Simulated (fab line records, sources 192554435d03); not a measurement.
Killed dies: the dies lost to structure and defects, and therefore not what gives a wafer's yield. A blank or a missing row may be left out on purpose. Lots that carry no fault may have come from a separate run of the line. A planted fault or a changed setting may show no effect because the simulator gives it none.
Which of the tools did it? | flow n5-finfet | 23 lots, 69 wafers sampled, at 6 steps of a route of 1938

WHAT EACH GAUGE READ, for each wafer
The record lacks any reading of a measuring or inspecting step that a usual standard deviation could be used to judge.

EACH LOT AND THE TOOL THAT RAN IT (in order: tool; ch and the chambers of the sampled wafers; start)
lot  | N5_FIN_CUT_STRIP_24               | N5_FIN_CUT_CUT_ETCH_15          | N5_STI_FIN_REVEAL_ALD_14         | N5_STI_FIN_REVEAL_CMP_04     | N5_DUMMY_GATE_ETCH_29             | N5_DUMMY_GATE_STRIP_41
L074 | rie-diel-02 ch 2,3, day 2 03:16   | rie-si-05 ch 1,2,3, day 2 03:28 | ald-sin-02 ch 0,2,3, day 2 03:50 | cmp-03 ch 1,2, day 2 08:55   | rie-diel-01 ch 0,3, day 2 22:41   | rie-diel-03 ch 1,2, day 2 23:06
L075 | rie-diel-03 ch 0,2,3, day 2 10:14 | rie-si-03 ch 0,1,3, day 2 10:27 | ald-sin-04 ch 0,2,3, day 2 10:49 | cmp-03 ch 0,2, day 2 17:36   | rie-diel-01 ch 0,1,3, day 3 06:08 | rie-diel-01 ch 1,2,3, day 3 06:32
L076 | rie-diel-02 ch 1,2, day 2 15:02   | rie-si-03 ch 0,2,3, day 2 15:15 | ald-sin-04 ch 0,1, day 2 15:37   | cmp-03 ch 0,3, day 2 20:42   | rie-diel-01 ch 1,2, day 3 09:19   | rie-diel-02 ch 0,2,3, day 3 09:44
L077 | rie-diel-03 ch 2,3, day 2 22:46   | rie-si-03 ch 2,3, day 2 22:59   | ald-sin-02 ch 2,3, day 2 23:24   | cmp-04 ch 0,1, day 3 04:27   | rie-diel-01 ch 1,2,3, day 3 18:13 | rie-diel-02 ch 0,1,3, day 3 18:37
L078 | rie-diel-03 ch 0,1,3, day 3 03:56 | rie-si-05 ch 0,1, day 3 04:09   | ald-sin-03 ch 2,3, day 3 04:31   | cmp-01 ch 0,1,2, day 3 09:38 | rie-diel-02 ch 0,1, day 3 22:03   | rie-diel-03 ch 0,1,3, day 3 22:28
L079 | rie-diel-02 ch 0,1,2, day 3 09:28 | rie-si-06 ch 0,1,3, day 3 09:40 | ald-sin-04 ch 0,2,3, day 3 10:47 | cmp-04 ch 1,2,3, day 3 15:50 | rie-diel-01 ch 1,2,3, day 4 06:13 | rie-diel-01 ch 0,1,2, day 4 06:37
L080 | rie-diel-01 ch 0,1, day 3 16:46   | rie-si-03 ch 0,1,2, day 3 17:10 | ald-sin-02 ch 2,3, day 3 17:32   | cmp-04 ch 0,1,2, day 3 22:34 | rie-diel-01 ch 1,2,3, day 4 13:06 | rie-diel-02 ch 0,1,3, day 4 13:49
L081 | rie-diel-01 ch 0,1, day 3 21:07   | rie-si-05 ch 0,2,3, day 3 21:23 | ald-sin-02 ch 1,2,3, day 3 22:05 | cmp-01 ch 0,3, day 4 03:10   | rie-diel-03 ch 0,1,2, day 4 19:07 | rie-diel-03 ch 0,1,3, day 4 19:31
L082 | rie-diel-01 ch 0,2,3, day 4 04:13 | rie-si-03 ch 0,1, day 4 04:26   | ald-sin-02 ch 0,1, day 4 04:47   | cmp-01 ch 0,3, day 4 09:50   | rie-diel-03 ch 0,1,2, day 5 07:46 | rie-diel-02 ch 0,1,3, day 5 08:10
L083 | rie-diel-01 ch 0,1,3, day 4 09:22 | rie-si-03 ch 0,1,2, day 4 09:34 | ald-sin-04 ch 0,1,2, day 4 09:57 | cmp-03 ch 0,1,3, day 4 14:59 | rie-diel-02 ch 0,1,2, day 5 09:16 | rie-diel-02 ch 0,1,2, day 5 09:40
L084 | rie-diel-02 ch 0,1,2, day 4 14:52 | rie-si-03 ch 0,2,3, day 4 15:05 | ald-sin-02 ch 1,2,3, day 4 15:52 | cmp-01 ch 0,2,3, day 4 20:55 | rie-diel-02 ch 0,1,3, day 5 16:38 | rie-diel-03 ch 0,1,2, day 5 17:18
L085 | rie-diel-03 ch 0,2,3, day 4 21:38 | rie-si-05 ch 2,3, day 4 21:51   | ald-sin-02 ch 0,2,3, day 4 23:37 | cmp-03 ch 0,1,3, day 5 04:40 | rie-diel-02 ch 0,1,2, day 5 18:14 | rie-diel-02 ch 0,1,3, day 5 18:56
L086 | rie-diel-02 ch 0,1,3, day 5 03:22 | rie-si-06 ch 0,3, day 5 03:34   | ald-sin-02 ch 0,2,3, day 5 05:16 | cmp-04 ch 2,3, day 5 10:19   | rie-diel-03 ch 1,2, day 6 02:10   | rie-diel-02 ch 0,1,2, day 6 02:34
L087 | rie-diel-02 ch 1,3, day 5 13:14   | rie-si-05 ch 0,1,3, day 5 13:27 | ald-sin-04 ch 1,3, day 5 13:49   | cmp-01 ch 0,3, day 5 18:52   | rie-diel-01 ch 2,3, day 6 11:02   | rie-diel-03 ch 0,1,3, day 6 11:32
L088 | rie-diel-03 ch 0,1,2, day 5 16:02 | rie-si-05 ch 1,3, day 5 16:15   | ald-sin-02 ch 1,3, day 5 16:49   | cmp-04 ch 0,2,3, day 5 21:53 | rie-diel-02 ch 0,1,3, day 6 10:22 | rie-diel-01 ch 0,2, day 6 10:46
L089 | rie-diel-01 ch 1,2, day 5 21:20   | rie-si-03 ch 0,1,2, day 5 21:33 | ald-sin-03 ch 0,1, day 5 21:59   | cmp-04 ch 2,3, day 6 03:01   | rie-diel-01 ch 0,3, day 6 18:01   | rie-diel-01 ch 0,2, day 6 18:25
L090 | rie-diel-02 ch 0,1,3, day 6 04:04 | rie-si-05 ch 0,1,3, day 6 04:17 | ald-sin-04 ch 0,1,2, day 6 04:53 | cmp-01 ch 1,2,3, day 6 09:56 | rie-diel-02 ch 0,1,2, day 7 07:46 | rie-diel-02 ch 0,1,3, day 7 08:10
L091 | rie-diel-01 ch 0,2, day 6 10:18   | rie-si-03 ch 0,3, day 6 10:31   | ald-sin-04 ch 0,1, day 6 11:04   | cmp-03 ch 0,3, day 6 16:08   | rie-diel-02 ch 0,1, day 7 09:44   | rie-diel-02 ch 0,2,3, day 7 10:08
L092 | rie-diel-01 ch 2,3, day 6 14:55   | rie-si-05 ch 2,3, day 6 15:08   | ald-sin-03 ch 1,2, day 6 15:29   | cmp-04 ch 0,2, day 6 20:32   | rie-diel-02 ch 1,2,3, day 7 13:30 | rie-diel-02 ch 1,2,3, day 7 13:54
L093 | rie-diel-01 ch 0,3, day 6 20:46   | rie-si-05 ch 0,1,3, day 6 20:59 | ald-sin-03 ch 0,1, day 6 21:35   | cmp-03 ch 0,3, day 7 02:38   | rie-diel-03 ch 1,2,3, day 7 19:35 | rie-diel-02 ch 1,3, day 7 20:00
L094 | rie-diel-01 ch 1,3, day 7 03:16   | rie-si-06 ch 0,3, day 7 03:28   | ald-sin-04 ch 0,1,3, day 7 04:02 | cmp-04 ch 0,2, day 7 09:05   | rie-diel-03 ch 1,2, day 7 21:50   | rie-diel-01 ch 0,2,3, day 7 22:15
L096 | rie-diel-01 ch 0,2, day 7 16:32   | rie-si-06 ch 0,3, day 7 16:45   | ald-sin-04 ch 0,1,2, day 7 17:07 | cmp-03 ch 0,2, day 7 22:12   | rie-diel-03 ch 0,3, day 8 10:40   | rie-diel-01 ch 2,3, day 8 11:04
L097 | rie-diel-01 ch 0,1, day 7 21:43   | rie-si-05 ch 1,2,3, day 7 21:56 | ald-sin-04 ch 0,2, day 7 22:19   | cmp-01 ch 1,3, day 8 03:24   | rie-diel-01 ch 1,2, day 8 17:58   | rie-diel-01 ch 0,1,3, day 8 18:26
- N5_FIN_CUT_STRIP_24: strips in CF4.
- N5_FIN_CUT_CUT_ETCH_15: etches Si in HBr/Cl2/O2, target depth 100 nm, bt time 10 s, time 42.4 s.
- N5_STI_FIN_REVEAL_ALD_14: deposits Si3N4, target thk 3 nm.
- N5_STI_FIN_REVEAL_CMP_04: polishes, stops on Si3N4, t overpolish 4 s, target thk 131.83 nm.
- N5_DUMMY_GATE_ETCH_29: etches underlayer in N2/H2, target depth 13 nm.
- N5_DUMMY_GATE_STRIP_41: strips in O2.

AS READ BY THE TOOLS THEMSELVES (means over the sampled wafers that have a number; for cases with no such wafer, the mark the record gives instead)
N5_FIN_CUT_STRIP_24.
lot  | tool        | drypump-motor-current-A (A) | oes-product-au (a.u.) | rf-vpp-V (V) | showerhead-plenum-p-Torr (Torr) | throttle-valve-pct (%)
L074 | rie-diel-02 | 5.7                         | 0.81                  | 271.3        | 1.82                            | 13.53
L075 | rie-diel-03 | 5.5                         | 0.76                  | 271.9        | 1.81                            | 13.95
L076 | rie-diel-02 | 5.8                         | 0.79                  | 271.1        | 1.77                            | 13.60
L077 | rie-diel-03 | 5.4                         | 0.76                  | 269.4        | 1.76                            | 13.87
L078 | rie-diel-03 | 5.2                         | 0.75                  | 271.3        | 1.81                            | 13.89
L079 | rie-diel-02 | 5.7                         | 0.75                  | 271.7        | 1.79                            | 13.62
L080 | rie-diel-01 | 5.7                         | 0.77                  | 270.0        | 1.74                            | 13.53
L081 | rie-diel-01 | 5.7                         | 0.77                  | 270.6        | 1.74                            | 13.54
L082 | rie-diel-01 | 6.2                         | 0.76                  | 270.3        | 1.79                            | 13.58
L083 | rie-diel-01 | 5.9                         | 0.75                  | 270.2        | 1.74                            | 13.67
L084 | rie-diel-02 | 5.7                         | 0.74                  | 271.3        | 1.78                            | 13.64
L085 | rie-diel-03 | 5.5                         | 0.74                  | 271.9        | 1.81                            | 13.99
L086 | rie-diel-02 | 5.5                         | 0.77                  | 272.2        | 1.80                            | 13.60
L087 | rie-diel-02 | 5.4                         | 0.82                  | 271.2        | 1.80                            | 13.55
L088 | rie-diel-03 | 5.4                         | 0.72                  | 271.3        | 1.82                            | 14.11
L089 | rie-diel-01 | 5.8                         | 0.76                  | 272.1        | 1.82                            | 13.50
L090 | rie-diel-02 | 5.5                         | 0.76                  | 271.0        | 1.80                            | 13.63
L091 | rie-diel-01 | 6.3                         | 0.75                  | 271.0        | 1.81                            | 13.40
L092 | rie-diel-01 | 6.1                         | 0.73                  | 269.6        | 1.77                            | 13.84
L093 | rie-diel-01 | 6.1                         | 0.73                  | 268.8        | 1.74                            | 13.83
L094 | rie-diel-01 | 5.8                         | 0.73                  | 269.9        | 1.72                            | 13.92
L096 | rie-diel-01 | 6.3                         | 0.75                  | 271.9        | 1.80                            | 13.42
L097 | rie-diel-01 | 6.0                         | 0.74                  | 270.3        | 1.75                            | 13.50

N5_FIN_CUT_CUT_ETCH_15.
lot  | tool      | drypump-motor-current-A (A) | oes-product-au (a.u.) | throttle-valve-pct (%)
L074 | rie-si-05 | 6.1                         | 0.999                 | 37.5
L075 | rie-si-03 | 5.8                         | 0.996                 | 37.2
L076 | rie-si-03 | 5.5                         | 0.993                 | 37.3
L077 | rie-si-03 | 5.6                         | 0.997                 | 37.3
L078 | rie-si-05 | 6.4                         | 1.007                 | 37.2
L079 | rie-si-06 | 5.9                         | 1.008                 | 37.0
L080 | rie-si-03 | 5.9                         | 1.001                 | 37.1
L081 | rie-si-05 | 6.1                         | 1.009                 | 37.0
L082 | rie-si-03 | 5.8                         | 1.003                 | 37.2
L083 | rie-si-03 | 5.9                         | 1.002                 | 37.1
L084 | rie-si-03 | 5.5                         | 0.987                 | 37.3
L085 | rie-si-05 | 6.1                         | 0.996                 | 37.5
L086 | rie-si-06 | 5.7                         | 1.013                 | 37.0
L087 | rie-si-05 | 6.1                         | 1.017                 | 37.0
L088 | rie-si-05 | 6.1                         | 1.003                 | 37.4
L089 | rie-si-03 | 5.9                         | 0.997                 | 37.2
L090 | rie-si-05 | 6.2                         | 1.014                 | 37.0
L091 | rie-si-03 | 5.4                         | 0.984                 | 37.4
L092 | rie-si-05 | 5.9                         | 1.015                 | 37.2
L093 | rie-si-05 | 6.1                         | 1.010                 | 37.0
L094 | rie-si-06 | 5.7                         | 1.011                 | 36.9
L096 | rie-si-06 | 5.8                         | 1.009                 | 36.9
L097 | rie-si-05 | 6.1                         | 1.001                 | 37.5

N5_STI_FIN_REVEAL_ALD_14.
lot  | tool       | heater-power-w (W)
L074 | ald-sin-02 | 891
L075 | ald-sin-04 | 842
L076 | ald-sin-04 | 875
L077 | ald-sin-02 | 888
L078 | ald-sin-03 | 814
L079 | ald-sin-04 | 839
L080 | ald-sin-02 | 876
L081 | ald-sin-02 | 847
L082 | ald-sin-02 | 859
L083 | ald-sin-04 | 827
L084 | ald-sin-02 | 848
L085 | ald-sin-02 | 890
L086 | ald-sin-02 | 887
L087 | ald-sin-04 | 845
L088 | ald-sin-02 | 848
L089 | ald-sin-03 | 943
L090 | ald-sin-04 | 798
L091 | ald-sin-04 | 868
L092 | ald-sin-03 | 874
L093 | ald-sin-03 | 948
L094 | ald-sin-04 | 865
L096 | ald-sin-04 | 811
L097 | ald-sin-04 | 833

N5_STI_FIN_REVEAL_CMP_04.
lot  | tool   | motor-current-A (A) | overpolish-run-s (s) | retaining-ring-pressure-frac | slurry-flow-ml-min | time-to-endpoint-s (s)
L074 | cmp-03 | 9.4                 | 3.999                | 1.001                        | 149.5              | 104
L075 | cmp-03 | 7.6                 | 3.994                | 0.997                        | 150.0              | 108
L076 | cmp-03 | 7.4                 | 4.000                | 0.996                        | 149.9              | 109
L077 | cmp-04 | 8.8                 | 4.003                | 0.996                        | 150.3              | 109
L078 | cmp-01 | 8.1                 | 4.000                | 0.997                        | 150.3              | 100
L079 | cmp-04 | 8.0                 | 3.997                | 0.999                        | 150.0              | 102
L080 | cmp-04 | 8.5                 | 3.993                | 1.005                        | 149.9              | 107
L081 | cmp-01 | 8.1                 | 4.001                | 1.001                        | 149.4              | 99
L082 | cmp-01 | 7.7                 | 4.001                | 1.005                        | 150.2              | 102
L083 | cmp-03 | 8.2                 | 4.004                | 1.001                        | 149.7              | 103
L084 | cmp-01 | 8.2                 | 3.999                | 1.002                        | 149.6              | 104
L085 | cmp-03 | 8.7                 | 3.992                | 1.001                        | 149.6              | 104
L086 | cmp-04 | 7.3                 | 3.994                | 1.002                        | 149.8              | 112
L087 | cmp-01 | 8.3                 | 3.999                | 1.002                        | 150.4              | 105
L088 | cmp-04 | 7.9                 | 3.998                | 1.001                        | 149.8              | 113
L089 | cmp-04 | 8.1                 | 3.999                | 1.003                        | 150.2              | 106
L090 | cmp-01 | 7.6                 | 3.996                | 0.997                        | 149.9              | 103
L091 | cmp-03 | 8.0                 | 3.997                | 1.005                        | 149.9              | 104
L092 | cmp-04 | 7.4                 | 4.001                | 0.996                        | 150.0              | 109
L093 | cmp-03 | 7.6                 | 3.994                | 0.999                        | 150.2              | 104
L094 | cmp-04 | 8.0                 | 4.002                | 0.996                        | 150.0              | 121
L096 | cmp-03 | 7.9                 | 4.005                | 0.998                        | 150.3              | 95
L097 | cmp-01 | 7.1                 | 4.005                | 1.003                        | 150.2              | 105

N5_DUMMY_GATE_ETCH_29.
lot  | tool        | drypump-motor-current-A (A) | oes-product-au (a.u.) | rf-vpp-V (V) | showerhead-plenum-p-Torr (Torr) | throttle-valve-pct (%)
L074 | rie-diel-01 | 6.2                         | 0.78                  | 522.1        | 2.46                            | 18.0
L075 | rie-diel-01 | 5.9                         | 0.79                  | 522.1        | 2.47                            | 18.0
L076 | rie-diel-01 | 5.6                         | 0.78                  | 523.4        | 2.52                            | 17.9
L077 | rie-diel-01 | 5.8                         | 0.78                  | 523.7        | 2.51                            | 18.0
L078 | rie-diel-02 | 5.6                         | 0.76                  | 522.5        | 2.51                            | 18.0
L079 | rie-diel-01 | 5.8                         | 0.77                  | 523.2        | 2.51                            | 18.0
L080 | rie-diel-01 | 5.8                         | 0.78                  | 523.2        | 2.51                            | 18.0
L081 | rie-diel-03 | 5.5                         | 0.72                  | 525.1        | 2.56                            | 18.4
L082 | rie-diel-03 | 5.5                         | 0.72                  | 524.5        | 2.56                            | 18.4
L083 | rie-diel-02 | 5.7                         | 0.74                  | 523.6        | 2.54                            | 18.0
L084 | rie-diel-02 | 5.5                         | 0.76                  | 524.2        | 2.54                            | 17.8
L085 | rie-diel-02 | 5.7                         | 0.73                  | 523.3        | 2.54                            | 18.0
L086 | rie-diel-03 | 5.6                         | 0.71                  | 522.8        | 2.50                            | 18.5
L087 | rie-diel-01 | 6.1                         | 0.75                  | 522.8        | 2.50                            | 18.1
L088 | rie-diel-02 | 5.5                         | 0.76                  | 524.4        | 2.54                            | 17.9
L089 | rie-diel-01 | 6.2                         | 0.76                  | 522.2        | 2.45                            | 18.1
L090 | rie-diel-02 | 5.7                         | 0.72                  | 523.4        | 2.53                            | 18.0
L091 | rie-diel-02 | 5.6                         | 0.69                  | 523.6        | 2.56                            | 18.0
L092 | rie-diel-02 | 5.6                         | 0.78                  | 523.4        | 2.51                            | 17.9
L093 | rie-diel-03 | 5.4                         | 0.71                  | 522.3        | 2.48                            | 18.3
L094 | rie-diel-03 | 5.4                         | 0.68                  | 522.3        | 2.51                            | 18.5
L096 | rie-diel-03 | 5.3                         | 0.73                  | 522.9        | 2.51                            | 18.1
L097 | rie-diel-01 | 5.6                         | 0.74                  | 522.8        | 2.50                            | 18.0

N5_DUMMY_GATE_STRIP_41.
lot  | tool        | drypump-motor-current-A (A) | oes-product-au (a.u.) | rf-vpp-V (V) | showerhead-plenum-p-Torr (Torr) | throttle-valve-pct (%)
L074 | rie-diel-03 | 5.6                         | 0.71                  | 3.7          | 2.08                            | 17.16
L075 | rie-diel-01 | 5.8                         | 0.77                  | 3.9          | 2.07                            | 16.75
L076 | rie-diel-02 | 5.6                         | 0.78                  | 3.5          | 2.14                            | 16.63
L077 | rie-diel-02 | 5.5                         | 0.78                  | 3.0          | 2.11                            | 16.72
L078 | rie-diel-03 | 5.2                         | 0.74                  | 3.6          | 2.10                            | 16.93
L079 | rie-diel-01 | 5.9                         | 0.77                  | 3.5          | 2.10                            | 16.55
L080 | rie-diel-02 | 5.5                         | 0.78                  | 3.4          | 2.11                            | 16.72
L081 | rie-diel-03 | 5.2                         | 0.75                  | 3.8          | 2.09                            | 16.94
L082 | rie-diel-02 | 5.5                         | 0.77                  | 3.7          | 2.11                            | 16.73
L083 | rie-diel-02 | 5.7                         | 0.74                  | 3.6          | 2.09                            | 16.78
L084 | rie-diel-03 | 5.4                         | 0.71                  | 3.3          | 2.11                            | 17.11
L085 | rie-diel-02 | 5.5                         | 0.76                  | 3.6          | 2.11                            | 16.74
L086 | rie-diel-02 | 5.7                         | 0.73                  | 3.8          | 2.09                            | 16.80
L087 | rie-diel-03 | 5.2                         | 0.73                  | 3.3          | 2.09                            | 16.97
L088 | rie-diel-01 | 6.3                         | 0.75                  | 3.6          | 2.14                            | 16.53
L089 | rie-diel-01 | 6.3                         | 0.74                  | 3.9          | 2.14                            | 16.54
L090 | rie-diel-02 | 5.5                         | 0.76                  | 3.7          | 2.11                            | 16.77
L091 | rie-diel-02 | 5.6                         | 0.75                  | 3.2          | 2.13                            | 16.68
L092 | rie-diel-02 | 5.6                         | 0.79                  | 3.6          | 2.08                            | 16.74
L093 | rie-diel-02 | 5.5                         | 0.79                  | 3.5          | 2.05                            | 16.83
L094 | rie-diel-01 | 6.2                         | 0.73                  | 3.7          | 2.10                            | 16.77
L096 | rie-diel-01 | 6.1                         | 0.74                  | 3.3          | 2.13                            | 16.74
L097 | rie-diel-01 | 5.9                         | 0.73                  | 4.0          | 2.03                            | 16.86

THE ANSWER, worked out from the rows above alone
Rule: the usual values come from the lots themselves. Put in order of their means at a reading, lots are off if they are a third of the lots or fewer, leave a main group of 4 or more, and stand apart from it by a gap of 3 or more times the standard deviation of the main group's means; of several such gaps the widest counts. The tables above print the reading to a certain number of digits; a main group whose means all agree to those digits is not used. Also off: a lot with no number at a reading for which 4 or more lots have one. All remaining lots with rows at the step are treated as sound. First the gauges in route order, then the tools' own readings, where a lot's mean is used as printed above. At the first step where some lot is off, the reading lying furthest off is the one used; lots without a number count as furthest.
Nothing can be told from this: no lot is off at any reading shown.

WHAT THE SIMULATOR PUT IN
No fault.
